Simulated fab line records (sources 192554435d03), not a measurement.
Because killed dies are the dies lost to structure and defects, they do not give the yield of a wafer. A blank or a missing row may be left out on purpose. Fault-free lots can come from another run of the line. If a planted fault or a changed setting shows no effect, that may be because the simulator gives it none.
Which tool is to blame? ; flow n5-finfet ; Sampling: 24 lots, 72 wafers, 6 of 1938 route steps

== WHAT EACH GAUGE READ, for each wafer ==
N5_BEOL_M14_RS_MEAS_54: measurement is done with a four-point probe. Usual: M14_RS typically reads 0.0335 ohm/sq, with standard deviation 0.00051.
lot;measured;on;M14_RS (ohm/sq);flag
L074;day 12 06:28;film-metro-01;0.0342 0.0341 0.0340;
L075;day 12 06:52;film-metro-02;0.0343 0.0344 0.0336;
L076;day 12 09:37;film-metro-01;0.0328 0.0329 0.0336;
L078;day 12 10:33;film-metro-01;0.0332 0.0341 0.0341;
L077;day 12 10:59;film-metro-02;0.0340 0.0331 0.0329;
L079;day 12 11:56;film-metro-02;0.0330 0.0331 0.0332;
L080;day 13 06:25;film-metro-02;0.0340 0.0330 0.0331;
L081;day 13 12:01;film-metro-01;0.0329 0.0328 0.0335;
L082;day 13 17:49;film-metro-01;0.0334 0.0341 0.0332;
L083;day 14 01:45;film-metro-01;0.0324 0.0338 0.0333;
L084;day 14 10:14;film-metro-02;0.0338 0.0339 0.0336;
L085;day 14 13:02;film-metro-02;0.0339 0.0336 0.0326;
L088;day 14 17:11;film-metro-02;0.0342 0.0333 0.0329;
L087;day 14 18:52;film-metro-01;0.0338 0.0339 0.0333;
L086;day 15 03:12;film-metro-01;0.0329 0.0346 0.0337;
L090;day 15 04:25;film-metro-02;0.0332 0.0337 0.0337;
L089;day 15 06:46;film-metro-02;0.0339 0.0334 0.0334;
L092;day 15 21:50;film-metro-01;0.0328 0.0330 0.0347;
L091;day 16 03:38;film-metro-02;0.0326 0.0331 0.0335;
L095;day 16 08:53;film-metro-01;0.0339 0.0331 0.0339;
L093;day 16 18:25;film-metro-02;0.0331 0.0329 0.0333;
L094;day 16 19:09;film-metro-01;0.0332 0.0333 0.0336;
L096;day 16 21:46;film-metro-01;0.0333 0.0332 0.0335;
L097;day 17 05:02;film-metro-01;0.0330 0.0331 0.0328;

N5_BEOL_M15_OVL_MEAS_29. Usual: M15_OVL typically reads 0 nm, with standard deviation 5.2.
lot;measured;on;M15_OVL (nm);flag
L074;day 12 08:53;overlay-01;0 -3 -6;
L075;day 12 10:39;overlay-02;0 -6 -8;
L076;day 12 12:44;overlay-01;14 8 7;
L078;day 12 14:39;overlay-01;1 1 1;
L077;day 12 15:08;overlay-02;-1 9 9;
L079;day 12 16:18;overlay-01;-6 -9 -1;
L080;day 13 08:45;overlay-02;4 5 12;
L081;day 13 14:16;overlay-02;6 -2 -5;
L082;day 13 20:14;overlay-01;-2 -9 -7;
L083;day 14 03:58;overlay-02;-5 1 -1;
L084;day 14 12:38;overlay-01;-1 -1 -1;
L085;day 14 15:19;overlay-01;4 -2 -2;
L088;day 14 19:34;overlay-02;0 -9 -6;
L087;day 14 21:14;overlay-01;2 6 6;
L086;day 15 05:50;overlay-02;-6 -5 -7;
L090;day 15 06:39;overlay-02;-2 -7 1;
L089;day 15 09:19;overlay-01;-7 0 5;
L092;day 16 00:05;overlay-01;-3 4 0;
L091;day 16 05:52;overlay-01;-1 -8 -5;
L095;day 16 11:40;overlay-02;4 -1 -2;
L093;day 16 21:10;overlay-01;0 0 3;
L094;day 16 21:40;overlay-02;0 -2 -2;
L096;day 17 00:15;overlay-02;4 4 1;
L097;day 17 07:44;overlay-02;-8 -7 -8;

N5_BEOL_M15_THK_MEAS_50: measures by xrf. Usual: M15_THK typically reads 847 nm, with standard deviation 19.
lot;measured;on;M15_THK (nm);flag
L074;day 12 12:29;film-metro-01;809 820 819;
L075;day 12 16:55;film-metro-02;844 865 849;
L076;day 12 17:25;film-metro-02;819 835 828;
L078;day 12 20:55;film-metro-01;845 859 859;
L077;day 12 20:59;film-metro-02;872 851 851;
L079;day 12 21:16;film-metro-01;841 812 822;
L080;day 13 12:58;film-metro-01;845 830 822;
L081;day 13 18:23;film-metro-01;844 870 842;
L082;day 13 23:56;film-metro-01;836 864 838;
L083;day 14 06:14;film-metro-01;857 841 823;
L084;day 14 15:30;film-metro-01;842 870 867;
L085;day 14 18:28;film-metro-02;830 837 820;
L088;day 14 21:50;film-metro-02;853 822 849;
L087;day 15 04:31;film-metro-01;868 828 861;
L086;day 15 11:19;film-metro-01;833 860 873;
L090;day 15 11:00;film-metro-02;845 884 852;
L089;day 15 12:04;film-metro-01;834 806 849;
L092;day 16 02:56;film-metro-01;838 867 838;
L091;day 16 08:46;film-metro-01;829 842 874;
L095;day 16 14:55;film-metro-01;832 881 858;
L093;day 17 01:05;film-metro-02;869 885 856;
L094;day 17 02:38;film-metro-01;850 825 845;
L096;day 17 04:38;film-metro-02;860 864 866;
L097;day 17 11:08;film-metro-01;884 865 875;

== WHICH TOOL RAN EACH LOT (tool, then ch and the chambers of the sampled wafers, then the start) ==
lot;N5_BEOL_M15_TRENCH_ETCH_34;N5_BEOL_M15_STRIP_37;N5_BEOL_M15_DEGAS_41
L074;rie-diel-02 ch 0,1, day 12 10:18;rie-diel-06 ch 1,2, day 12 11:15 or earlier;pvd-sputter-02, day 12 11:15
L075;rie-diel-06 ch 0,1,2, day 12 12:36;rie-diel-06 ch 0,2,3, day 12 15:43 or earlier;pvd-sputter-01, day 12 15:43
L076;rie-diel-02 ch 1,2, day 12 15:20;rie-diel-02 ch 0,2, day 12 16:14 or earlier;pvd-sputter-01, day 12 16:14
L078;rie-diel-06 ch 0,1, day 12 16:46;rie-diel-02 ch 0,1,3, day 12 19:40 or earlier;pvd-sputter-02, day 12 19:40
L077;rie-diel-06 ch 0,1,2, day 12 17:03;rie-diel-06 ch 1,2,3, day 12 19:44 or earlier;pvd-sputter-01, day 12 19:44
L079;rie-diel-02 ch 0,1,3, day 12 18:29;rie-diel-02 ch 0,1,3, day 12 20:03 or earlier;pvd-sputter-01, day 12 20:03
L080;rie-diel-02 ch 0,2, day 13 08:54;rie-diel-06 ch 0,2,3, day 13 11:14 or earlier;pvd-sputter-01, day 13 11:14
L081;rie-diel-06 ch 0,1, day 13 14:25;rie-diel-02 ch 0,3, day 13 17:11 or earlier;pvd-sputter-01, day 13 17:11
L082;rie-diel-04 ch 2,3, day 13 20:23;rie-diel-04 ch 0,1,2, day 13 22:45 or earlier;pvd-sputter-03, day 13 22:45
L083;rie-diel-02 ch 0,2,3, day 14 04:07;rie-diel-04 ch 0,1,3, day 14 05:03 or earlier;pvd-sputter-02, day 14 05:03
L084;rie-diel-04 ch 1,2,3, day 14 12:47;rie-diel-04 ch 1,2,3, day 14 14:13 or earlier;pvd-sputter-02, day 14 14:13
L085;rie-diel-06 ch 2,3, day 14 15:28;rie-diel-06 ch 0,3, day 14 17:07 or earlier;pvd-sputter-01, day 14 17:07
L088;rie-diel-06 ch 0,3, day 14 19:43;rie-diel-04 ch 0,1, day 14 20:40 or earlier;pvd-sputter-01, day 14 20:40
L087;rie-diel-06 ch 1,3, day 14 21:49;rie-diel-04 ch 0,1, day 15 03:07 or earlier;pvd-sputter-03, day 15 03:07
L086;rie-diel-02 ch 0,1,3, day 15 06:11;rie-diel-06 ch 0,2, day 15 10:08 or earlier;pvd-sputter-03, day 15 10:08
L090;rie-diel-04 ch 0,2, day 15 06:47;rie-diel-04 ch 0,2, day 15 09:49 or earlier;pvd-sputter-03, day 15 09:49
L089;rie-diel-02 ch 0,1,3, day 15 09:27;rie-diel-06 ch 0,2,3, day 15 10:52 or earlier;pvd-sputter-03, day 15 10:52
L092;rie-diel-02 ch 1,2, day 16 00:14;rie-diel-02 ch 0,1,2, day 16 01:22 or earlier;pvd-sputter-03, day 16 01:22
L091;rie-diel-06 ch 0,1,3, day 16 06:01;rie-diel-02 ch 0,1,2, day 16 07:08 or earlier;pvd-sputter-01, day 16 07:08
L095;rie-diel-06 ch 0,1,3, day 16 11:49;rie-diel-02 ch 1,3, day 16 13:42 or earlier;pvd-sputter-03, day 16 13:42
L093;rie-diel-04 ch 0,1,3, day 16 21:33;rie-diel-04 ch 2,3, day 16 23:47 or earlier;pvd-sputter-02, day 16 23:47
L094;rie-diel-02 ch 1,2,3, day 16 21:50;rie-diel-02 ch 1,2, day 17 00:50 or earlier;pvd-sputter-02, day 17 00:50
L096;rie-diel-04 ch 2,3, day 17 00:23;rie-diel-04 ch 1,2, day 17 01:53 or earlier;pvd-sputter-02, day 17 01:53
L097;rie-diel-04 ch 0,1,2, day 17 08:13;rie-diel-06 ch 1,2, day 17 09:26 or earlier;pvd-sputter-01, day 17 09:26
- N5_BEOL_M15_TRENCH_ETCH_34: etches SiO2 in C4F8/O2/Ar, target depth 872.93 nm, time 199 s.
- N5_BEOL_M15_STRIP_37: strips in O2.
- N5_BEOL_M15_DEGAS_41: time 60 s.

== AS READ BY THE TOOLS THEMSELVES (means over the sampled wafers that have a number; for cases with no such wafer, the mark the record gives instead) ==
N5_BEOL_M15_TRENCH_ETCH_34. Usual: chamber-pressure-mTorr 20.002 mTorr, standard deviation 0.018; drypump-motor-current-A 5.85 A, standard deviation 0.26; oes_f_703_au 0.81 a.u., standard deviation 0.084; oes_o_777_au 0.81 a.u., standard deviation 0.084; oes-product-au 0.81 a.u., standard deviation 0.091; rf-vpp-V 2230 V, standard deviation 16; showerhead-plenum-p-Torr 3.44 Torr, standard deviation 0.098; throttle-valve-pct 30.92 %, standard deviation 0.29.
lot;tool;chamber-pressure-mTorr (mTorr);drypump-motor-current-A (A);oes_f_703_au (a.u.);oes_o_777_au (a.u.);oes-product-au (a.u.);rf-vpp-V (V);showerhead-plenum-p-Torr (Torr);throttle-valve-pct (%);flag
L074;rie-diel-02;20.000;6.04;0.73;0.72;0.72;2228;3.41;31.23;
L075;rie-diel-06;19.990;5.86;0.86;0.86;0.86;2249;3.52;30.84;
L076;rie-diel-02;20.002;5.71;0.72;0.72;0.71;2223;3.35;31.05;
L078;rie-diel-06;20.008;5.86;0.92;0.92;0.93;2244;3.51;30.80;
L077;rie-diel-06;20.004;5.86;0.86;0.85;0.86;2248;3.52;30.85;
L079;rie-diel-02;19.997;5.86;0.79;0.79;0.78;2221;3.43;31.06;
L080;rie-diel-02;19.991;5.84;0.73;0.74;0.73;2218;3.38;31.08;
L081;rie-diel-06;20.003;5.88;0.90;0.90;0.90;2244;3.50;30.81;
L082;rie-diel-04;20.007;5.59;0.77;0.76;0.75;2216;3.38;30.84;
L083;rie-diel-02;20.003;5.67;0.79;0.80;0.79;2212;3.40;30.92;
L084;rie-diel-04;20.010;5.85;0.81;0.82;0.82;2225;3.46;30.86;
L085;rie-diel-06;19.985;6.02;0.74;0.74;0.74;2241;3.38;31.09;
L088;rie-diel-06;19.985;5.93;0.84;0.84;0.84;2237;3.44;31.00;
L087;rie-diel-06;20.018;6.02;0.84;0.84;0.85;2253;3.44;30.74;
L086;rie-diel-02;19.994;5.87;0.85;0.85;0.85;2221;3.42;31.00;
L090;rie-diel-04;19.995;5.83;0.78;0.78;0.78;2229;3.47;30.85;
L089;rie-diel-02;20.003;5.87;0.84;0.85;0.84;2221;3.43;31.00;
L092;rie-diel-02;19.999;5.53;0.79;0.80;0.80;2213;3.31;30.82;
L091;rie-diel-06;20.000;5.99;0.82;0.83;0.83;2244;3.43;30.88;
L095;rie-diel-06;20.001;5.99;0.82;0.82;0.83;2243;3.43;30.88;
L093;rie-diel-04;20.025;5.86;0.85;0.85;0.85;2220;3.51;31.09;
L094;rie-diel-02;20.015;5.61;0.83;0.83;0.83;2214;3.38;30.82;
L096;rie-diel-04;20.005;5.70;0.88;0.87;0.87;2226;3.35;30.45;
L097;rie-diel-04;19.994;5.97;0.80;0.80;0.80;2231;3.49;30.87;

N5_BEOL_M15_STRIP_37. Usual: for chamber-pressure-mTorr, 30.00 mTorr with a standard deviation of 0.036; for drypump-motor-current-A, 5.85 A with a standard deviation of 0.26; for o2-flow-sccm, 225.0 sccm with a standard deviation of 0.64; for oes-product-au, 0.80 a.u. with a standard deviation of 0.091; for rf-vpp-V, 3.6 V with a standard deviation of 0.66; for showerhead-plenum-p-Torr, 2.11 Torr with a standard deviation of 0.066; for throttle-valve-pct, 16.72 % with a standard deviation of 0.28.
lot;tool;chamber-pressure-mTorr (mTorr);drypump-motor-current-A (A);o2-flow-sccm (sccm);oes-product-au (a.u.);rf-vpp-V (V);showerhead-plenum-p-Torr (Torr);throttle-valve-pct (%);flag
L074;rie-diel-06;30.02;5.89;224.4;0.87;4.0;2.16;16.54;
L075;rie-diel-06;29.99;5.92;224.9;0.80;3.8;2.11;16.78;
L076;rie-diel-02;30.01;5.83;225.5;0.73;3.5;2.07;16.85;
L078;rie-diel-02;30.01;5.86;225.0;0.79;3.5;2.10;16.83;
L077;rie-diel-06;29.97;5.97;225.3;0.80;3.4;2.11;16.69;
L079;rie-diel-02;30.02;5.85;225.1;0.79;3.7;2.09;16.84;
L080;rie-diel-06;29.94;5.91;224.9;0.79;5.0;2.10;16.80;
L081;rie-diel-02;30.00;5.75;224.9;0.87;2.9;2.12;16.66;
L082;rie-diel-04;29.97;5.98;225.6;0.82;3.9;2.15;16.66;
L083;rie-diel-04;29.99;5.84;225.6;0.76;3.0;2.16;16.94;
L084;rie-diel-04;29.98;5.84;224.4;0.81;3.5;2.11;16.63;
L085;rie-diel-06;29.95;6.04;225.6;0.80;3.3;2.06;16.82;
L088;rie-diel-04;29.99;6.11;224.6;0.82;3.7;2.21;16.91;
L087;rie-diel-04;29.99;6.12;224.8;0.83;3.2;2.21;16.91;
L086;rie-diel-06;29.99;5.79;224.9;0.75;3.7;2.15;16.83;
L090;rie-diel-04;30.00;5.83;225.4;0.76;4.2;2.13;16.76;
L089;rie-diel-06;30.04;5.92;225.1;0.77;3.6;2.10;16.84;
L092;rie-diel-02;29.97;5.77;225.8;0.79;3.6;2.04;16.78;
L091;rie-diel-02;30.02;5.77;225.1;0.78;3.2;2.04;16.79;
L095;rie-diel-02;30.02;5.69;225.4;0.90;3.8;2.10;16.57;
L093;rie-diel-04;30.02;5.69;224.3;0.87;3.8;2.05;16.27;
L094;rie-diel-02;30.04;5.69;224.4;0.84;3.5;2.03;16.66;
L096;rie-diel-04;29.99;5.95;225.0;0.84;3.9;2.10;16.37;
L097;rie-diel-06;30.00;5.89;225.1;0.81;4.0;2.14;16.61;

N5_BEOL_M15_DEGAS_41. Usual: heater-power-w reads 476 W (standard deviation 55).
lot;tool;heater-power-w (W);flag
L074;pvd-sputter-02;476;
L075;pvd-sputter-01;458;
L076;pvd-sputter-01;467;
L078;pvd-sputter-02;459;
L077;pvd-sputter-01;478;
L079;pvd-sputter-01;444;
L080;pvd-sputter-01;471;
L081;pvd-sputter-01;439;
L082;pvd-sputter-03;513;
L083;pvd-sputter-02;477;
L084;pvd-sputter-02;486;
L085;pvd-sputter-01;409;
L088;pvd-sputter-01;440;
L087;pvd-sputter-03;569;
L086;pvd-sputter-03;565;
L090;pvd-sputter-03;436;
L089;pvd-sputter-03;532;
L092;pvd-sputter-03;477;
L091;pvd-sputter-01;466;
L095;pvd-sputter-03;488;
L093;pvd-sputter-02;503;
L094;pvd-sputter-02;477;
L096;pvd-sputter-02;502;
L097;pvd-sputter-01;467;

== THE ANSWER, worked out from the rows above alone ==
Rule: lot off if the mean of its wafers having a number is beyond 3 standard deviations from the usual mean. A lot without any number at a reading at which 4 lots or more have one is off too. Any other lot the step has rows for is counted as sound. First the gauges in route order, then the tools' own readings, where a lot's mean is used as printed above. The first step at which some lot is off is used, and at that step the reading that is off furthest; a lot without a number counts as furthest.
No lot is off at any reading shown: from this, nothing can be told.

== WHAT WAS PUT IN BY THE SIMULATOR ==
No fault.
